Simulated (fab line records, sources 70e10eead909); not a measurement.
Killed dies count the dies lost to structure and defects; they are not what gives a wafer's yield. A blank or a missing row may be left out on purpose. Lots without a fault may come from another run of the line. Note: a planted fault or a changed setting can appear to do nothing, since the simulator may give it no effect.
What tool caused it?    flow nand-harc    11 lots, 33 wafers sampled, at 3 steps of a route of 1159

## WHAT THE GAUGES SHOWED, per wafer
NHARC_A_CHANNEL_HOLE_D1_INSPECT_40.
lot   measured      on                 raw-defect-count
L076  day 8 19:38   defect-inspect-02  80 47 46
L078  day 9 14:34   defect-inspect-02  25 51 40
L079  day 9 19:08   defect-inspect-02  60 56 83
L081  day 10 06:02  defect-inspect-01  57 69 65
L082  day 10 19:08  defect-inspect-02  73 62 69
L085  day 11 23:09  defect-inspect-01  58 35 43
L086  day 12 07:18  defect-inspect-01  67 80 41
L089  day 12 14:19  defect-inspect-01  59 45 41
L092  day 13 05:21  defect-inspect-02  48 67 36
L095  day 13 09:24  defect-inspect-02  58 48 27
L096  day 14 06:20  defect-inspect-02  59 63 52

## EACH LOT AND THE TOOL THAT RAN IT (in order: tool; ch and the chambers of the sampled wafers; start)
lot   NHARC_A_CHANNEL_HOLE_D1_ETCH_20   NHARC_A_CHANNEL_HOLE_D1_ETCH_22
L076  har-etch-01 ch 0,1, day 8 14:02   har-etch-01 ch 0,1, day 8 14:48
L078  har-etch-02 ch 0,1, day 9 08:59   har-etch-02 ch 0,1, day 9 09:44
L079  har-etch-02 ch 0,1, day 9 13:34   har-etch-02 ch 0,1, day 9 14:19
L081  har-etch-01 ch 0,1, day 10 00:26  har-etch-01 ch 0,1, day 10 01:11
L082  har-etch-01 ch 0,1, day 10 13:32  har-etch-01 ch 0,1, day 10 14:17
L085  har-etch-02 ch 0,1, day 11 17:33  har-etch-02 ch 0,1, day 11 18:19
L086  har-etch-02 ch 0, day 12 01:41    har-etch-02 ch 0, day 12 02:27
L089  har-etch-02 ch 0,1, day 12 08:43  har-etch-02 ch 0,1, day 12 09:29
L092  har-etch-02 ch 0,1, day 12 23:37  har-etch-02 ch 0,1, day 13 00:22
L095  har-etch-02 ch 0,1, day 13 03:53  har-etch-02 ch 0,1, day 13 04:44
L096  har-etch-02 ch 0,1, day 14 00:44  har-etch-02 ch 0,1, day 14 01:29
- NHARC_A_CHANNEL_HOLE_D1_ETCH_20: etches the open film in C4F8/O2/Ar, time 361.9 s, target depth 1600 nm.
- NHARC_A_CHANNEL_HOLE_D1_ETCH_22: etches the open film in C4F8/O2/Ar, time 666.7 s, target depth 1600 nm.

## THE ANSWER, worked out from the rows above alone
Rule: what is usual is taken from the lots themselves. Put in order of their means at a reading, lots are off if they are a third of the lots or fewer, leave a main group of 4 or more, and stand apart from it by a gap of 3 or more times the standard deviation of the main group's means; of several such gaps the widest counts. If all means in a main group match to the digits the tables above print for the reading, that group is not used. A lot without any number at a reading at which 4 lots or more have one is off too. Any other lot the step has rows for is counted as sound.
None of the lots is off at any reading shown; this tells nothing.

## WHAT HAD BEEN PUT IN BY THE SIMULATOR
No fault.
